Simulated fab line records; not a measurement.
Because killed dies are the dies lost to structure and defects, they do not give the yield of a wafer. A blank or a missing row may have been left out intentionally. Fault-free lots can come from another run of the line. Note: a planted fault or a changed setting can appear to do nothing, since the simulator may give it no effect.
3 desks, one fault -- flow nand-harc -- every desk sees just its own numbers, and what lay behind them comes last

== THE DEFECT DESK ==
Per lot, the means of the sampled wafers with a number show what the inspections along the route counted. If a lot's mean is further than 4 standard deviations from the usual mean, the lot is out of limits and carries the mark OUT (the distance appears in the brackets).
Columns: A = raw-defect-count at NHARC_P_GATE_INSPECT_68, usual 199
lot,first seen here,A
L897,day 7 21:14,177
L900,day 8 19:44,209
L903,day 10 00:20,277
L904,day 10 13:28,376
L914,day 14 23:15,134
L916,day 15 12:51,159
This desk's finding: nothing out of limits on any of the 6 lots.

== TOOL OWNER'S DESK, wet-bench-04 ==
The tool's own readings at NHARC_P_GATE_PRECLEAN_97 (cleans in SPM, time 600 s): means of the sampled wafers that have a number, for each lot that ran on this tool. If a lot's mean is further than 4 standard deviations from the usual mean, the lot is out of limits and carries the mark OUT (the distance appears in the brackets).
Columns: A = bath-heat-duty-pct at NHARC_P_GATE_PRECLEAN_97, usual 13.4 %
lot,first seen here,A
L900,day 8 12:37,14.1
L903,day 9 16:55,13.8
L904,day 10 06:00,14.5
This desk's finding: nothing out of limits on any of the 3 lots.

== METROLOGY DESK ==
Means of the sampled wafers that have a number, per lot and without regard to the tool the lot ran on: this is what the gauges read. If a lot's mean is further than 4 standard deviations from the usual mean, the lot is out of limits and carries the mark OUT (the distance appears in the brackets).
Columns: A = cd-nm at NHARC_P_GATE_CD_MEAS_33, usual 119 nm; B = cd-nm at NHARC_P_GATE_CD_MEAS_46, usual 720.6 nm; C = cd-nm at NHARC_P_GATE_CD_MEAS_59, usual 720.6 nm
lot,first seen here,A,B,C
L897,day 7 03:29,117,719.9,721.3
L900,day 8 02:29,119,723.2,720.3
L903,day 9 06:40,120,718.3,719.8
L904,day 9 17:38,118,719.4,721.5
L914,day 14 05:44,119,719.4,722.5
L916,day 14 19:13,120,718.5,717.5
This desk's finding: nothing out of limits on any of the 6 lots.

== TAKEN TOGETHER ==
No out-of-limits result turned up at the defect desk.
Nothing out of limits was seen by the tool owner's desk.
From the metrology desk's view, nothing was out of limits.

== WHAT THE SIMULATOR PUT IN ==
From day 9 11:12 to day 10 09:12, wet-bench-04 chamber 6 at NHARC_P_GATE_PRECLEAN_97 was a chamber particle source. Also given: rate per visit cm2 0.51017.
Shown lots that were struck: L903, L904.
